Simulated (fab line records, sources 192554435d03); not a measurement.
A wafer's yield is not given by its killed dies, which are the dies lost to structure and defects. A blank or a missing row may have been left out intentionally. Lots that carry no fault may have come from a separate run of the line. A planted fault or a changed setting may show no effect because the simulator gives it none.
A struck lot beside a sound one + flow n5 finfet + 38 steps out of a route of 1938
Sound: the wafers L609.1, L609.2, L609.4. Struck: wafer L598.4. (L598.1, L598.2 of the same lot were not struck and are left out.) The cause comes at the end.
At each step with rows: each side's tool, then ch and its chambers, then its first start. Under that, the readings that differ: sound wafers + struck wafers + difference of the means + sigmas: that difference in standard deviations of wafers without a fault.
alike: words and numbers the same on both sides, and readings whose means are apart by under 2 such deviations; not compared: readings that were withheld, readings missing a value for some wafer, numbers with overlapping values and no deviation given by the record, and bounds like >300 which may hide the same value.
A row with sigmas, a row that says differs or no value, or rows on one side alone: a step with any of these is where the two part. Non-overlapping numbers with no deviation appear without sigmas and do not part them. Lack of a reading on every wafer of one side parts them only where that side has two or more wafers.

first, 9 steps without rows for these wafers: N5_BEOL_M2_ANNEAL_95 (time 240 s); N5_BEOL_M2_SPUTTER_96 (material Cu, target thk 4.5 nm, time 8.29 s); N5_BEOL_M2_ECD_50 (material Cu, target thk 300 nm); N5_BEOL_M2_ANNEAL_51 (time 90 s); N5_BEOL_M2_CMP_52 (polishes, stops on SiOC, t overpolish 6.8 s, target thk 40 nm); N5_BEOL_M2_PRE_CLEAN_60 (time 15 s); N5_BEOL_M2_CO_CAP_55 (material Co, precursor CCTBA/H2, target thk 2 nm, time 102.1 s); N5_BEOL_M2_PRE_CLEAN_56 (time 15 s); N5_BEOL_M2_DEP_57 (deposits SiCN from 3MS/NH3, target thk 8 nm, time 14 s).
N5_BEOL_M3_ILD_DEP_00: deposits SiOC from DEMS/O2, target thk 79 nm, time 15.3 s.
  sound on pecvd-03 ch 0,2, day 11 06:55; struck on pecvd-02 ch 0, day 7 18:29
| reading                                      | sound          | struck | difference | sigmas |
|----------------------------------------------|----------------|--------|------------|--------|
| model.SiOC_of_BEOL_M3_ILD_DEP_00.thk nm (nm) | 77.6 77.6 78.2 | 121.8  | +44.0      |        |
  alike: heater power w, showerhead plenum p Torr, throttle valve pct
N5_BEOL_M3_THK_MEAS_01:
  sound on film metro-01 at day 11 06:59; struck on film metro-01 at day 7 18:33
| reading         | sound          | struck | difference | sigmas |
|-----------------|----------------|--------|------------|--------|
| M3_ILD_THK (nm) | 77.6 77.5 78.1 | 121.7  | +44.0      | +45    |
then, 24 steps without rows for these wafers: N5_BEOL_M3_PECVD_72 (deposits SiO2 from TEOS/O2, target thk 16 nm, time 18 s); N5_BEOL_M3_HM_DEP_02 (deposits TiN, target thk 20 nm); N5_BEOL_M3_COAT_61 (time 60 s, resist thk 60 nm); N5_BEOL_M3_COAT_62 (time 60 s, resist thk 12 nm); N5_BEOL_M3_COAT_73 (time 60 s, resist thk 5 nm); N5_BEOL_M3_COAT_05 (resist thk 30 nm); N5_BEOL_M3_EBR_07; N5_BEOL_M3_SOFTBAKE_06 (time 60 s); N5_BEOL_M3_EXPOSE_08 (exposes mask M3); N5_BEOL_M3_PEB_09 (peb time 60 s); N5_BEOL_M3_DEVELOP_10 (develop time 30 s); N5_BEOL_M3_DESCUM_16 (chemistry O2, time 7 s); N5_BEOL_M3_ETCH_74 (etches underlayer in N2/H2, target depth 6.5 nm, time 5.2 s); N5_BEOL_M3_ETCH_63 (etches SiARC in CF4, target depth 15.6 nm, time 26 s); N5_BEOL_M3_ETCH_64 (etches SOC in N2/H2, target depth 75 nm, overetch 15 nm, time 112.5 s); N5_BEOL_M3_STRIP_65 (strips in N2/H2); N5_BEOL_M3_STRIP_75 (strips in N2/H2); N5_BEOL_M3_STRIP_66 (strips in CF4); N5_BEOL_M3_HM_OPEN_17 (chemistry Cl2/BCl3, target TiN, target depth 20 nm, overetch 6 nm); N5_BEOL_M3_STRIP_19 (strips in O2); N5_BEOL_M3_COAT_67 (time 60 s, resist thk 60 nm); N5_BEOL_M3_COAT_68 (time 60 s, resist thk 12 nm); N5_BEOL_M3_COAT_76 (time 60 s, resist thk 5 nm); N5_BEOL_M3_COAT_22 (resist thk 30 nm).
N5_BEOL_M3_CMP_52: polishes, stops on SiOC, t overpolish 6.8 s, target thk 40 nm.
  sound on cmp-03 ch 0,1,3, day 11 18:16; struck on cmp-01 ch 3, day 8 02:37
| reading                                      | sound          | struck | difference | sigmas |
|----------------------------------------------|----------------|--------|------------|--------|
| model.Cu_of_BEOL_M3_ECD_50.thk nm (nm)       | 41.6 40.4 40.6 | 82     | +41        |        |
| model.SiOC_of_BEOL_M3_ILD_DEP_00.thk nm (nm) | 74.6 74.6 75.2 | 118.8  | +44.0      |        |
  alike: motor current A
N5_BEOL_M4_RC_MEAS_101:
  the record has rows for the sound wafers here (prober-02 ch 0, day 12 13:04) and none for the struck ones
-- a jump in the record: the struck wafers' starts before and after are 5 days apart (it breaks off in module BEOL_M4 and resumes in module PASSIVATION, where the first step shown is number 1936 of the route) --
N5_PASSIVATION_PROBE_49:
  only the struck wafers here have rows in the record (prober-02, day 13 07:07); the sound ones have none

## WHERE THEY PART
Earliest at N5_BEOL_M3_THK_MEAS_01; latest, in this record, at N5_PASSIVATION_PROBE_49.

WHY: the cause the simulator had injected
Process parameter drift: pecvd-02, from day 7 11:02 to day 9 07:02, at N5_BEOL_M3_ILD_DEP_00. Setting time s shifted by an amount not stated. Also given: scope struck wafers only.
